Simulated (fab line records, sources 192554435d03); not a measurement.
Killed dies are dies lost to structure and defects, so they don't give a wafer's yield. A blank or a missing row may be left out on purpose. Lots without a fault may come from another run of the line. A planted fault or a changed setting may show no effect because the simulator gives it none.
A struck lot beside a sound one | flow n5_finfet | 17 steps out of a route of 1938
Sound: wafers L577.1, L577.4, L577.5. Struck: wafers L566.2, L566.4, L566.5. The cause comes at the end.
At each step with rows: each side's tool, then ch and its chambers, then its first start. Under that, the readings that differ: sound wafers | struck wafers | difference of the means | sigmas: that difference in standard deviations of wafers without a fault.
alike: readings whose means differ by less than 2 such deviations, and words and numbers that are the same on both sides. not compared: withheld readings, readings that some wafer has no value for, bounds like >300 that may hide the same value, and numbers for which the record gives no deviation and whose values overlap.
The two part at a step that has a row with sigmas, a row that says differs or no value, or rows on one side only. Numbers that don't overlap but have no deviation are shown without sigmas and don't part them. A reading that every wafer of one side lacks parts them only if that side has two wafers or more.

first, 9 steps without rows for these wafers: N5_FIN_CUT_PEB_06 (peb time 60 s); N5_FIN_CUT_DEVELOP_07 (develop time 30 s); N5_FIN_CUT_DESCUM_13 (chemistry O2, time 7 s); N5_FIN_CUT_ETCH_30 (etches underlayer in N2/H2, target depth 13 nm, time 10.4 s); N5_FIN_CUT_ETCH_20 (etches SiARC in CF4, target depth 26 nm, time 43.3 s); N5_FIN_CUT_ETCH_21 (etches SOC in N2/H2, target depth 219 nm, overetch 43.8 nm, time 523.5 s); N5_FIN_CUT_STRIP_23 (strips in N2/H2); N5_FIN_CUT_STRIP_31 (strips in N2/H2); N5_FIN_CUT_STRIP_24 (strips in CF4).
N5_FIN_CUT_CUT_ETCH_26: etches SiNx in CH3F/O2, target depth 39 nm, time 55.7 s.
  sound on rie_diel-03 ch 0,1,3, day 7 22:53; struck on rie_diel-03 ch 1,2, day 5 04:26
  no value came back on the struck wafers for any of 8 readings (CH3F_flow_sccm (sccm), O2_flow_sccm (sccm) and others); on the sound wafers CH3F_flow_sccm (sccm) reads 29.97 30.05 30.08
  reading                                  | sound             | struck            | difference | sigmas
  model.SOC_of_FIN_CUT_COAT_18.thk_nm (nm) | 212.2 211.2 212.4 | 230.8 230.4 230.4 | +18.6      |
  not compared: rf_hours_counter_h
then, 3 steps without rows for these wafers: N5_FIN_CUT_CUT_ETCH_27 (etches SiO2 in CHF3/O2, target depth 4 nm, overetch 2 nm, time 4.9 s); N5_FIN_CUT_PRECLEAN_35 (cleans in vHF, time 13.3 s); N5_FIN_CUT_CUT_ETCH_15 (etches Si in HBr/Cl2/O2, target depth 100 nm, bt time 10 s, time 42.4 s).
N5_FIN_CUT_CUT_ETCH_28: etches Si in HBr/Cl2/O2, target depth 6 nm, time 2.4 s.
  sound on rie_si-04 ch 0,2,3, day 7 23:13; struck on rie_si-05 ch 0,2,3, day 5 04:41
  reading                                  | sound           | struck            | difference | sigmas
  model.SOC_of_FIN_CUT_COAT_18.thk_nm (nm) | 169.6 168 168.2 | 187.4 187.8 186.2 | +18.5      |
  alike: HBr_flow_sccm, O2_flow_sccm, drypump_motor_current_A, mfc_cl2_sccm, oes_product_au, throttle_valve_pct
  not compared: bias_w, rf_hours_counter_h
then, 1 step without rows for these wafers: N5_FIN_CUT_STRIP_22 (strips in N2/H2).
N5_BEOL_M4_RC_MEAS_101:
  the record has rows for the sound wafers here (prober-02 ch 0, day 14 02:05) and none for the struck ones
-- the record jumps here: 11 days lie between the struck wafers' starts before and after (it left off in module BEOL_M4 and takes up again in module PASSIVATION, whose first step shown is number 1936 of the route) --
N5_PASSIVATION_PROBE_49:
  sound on prober-02, day 18 14:15; struck on prober-02, day 15 17:40
  reading             | sound     | struck         | difference | sigmas
  killed_at_front_end | 51 46 46  | 1114 1134 1114 | +1073      | +89
  killed_dies         | 99 102 99 | 1180 1180 1180 | +1080      | +64
  killed_on_rim       | 9 18 8    | 152 152 152    | +140       | +36
  alike: killed_at_M0_to_M3, killed_at_M4_up, killed_at_contacts, killed_at_other, killed_open, killed_short

WHERE THEY PART
First at N5_FIN_CUT_CUT_ETCH_26; last, within this record, at N5_PASSIVATION_PROBE_49.

WHY: what the simulator had put in
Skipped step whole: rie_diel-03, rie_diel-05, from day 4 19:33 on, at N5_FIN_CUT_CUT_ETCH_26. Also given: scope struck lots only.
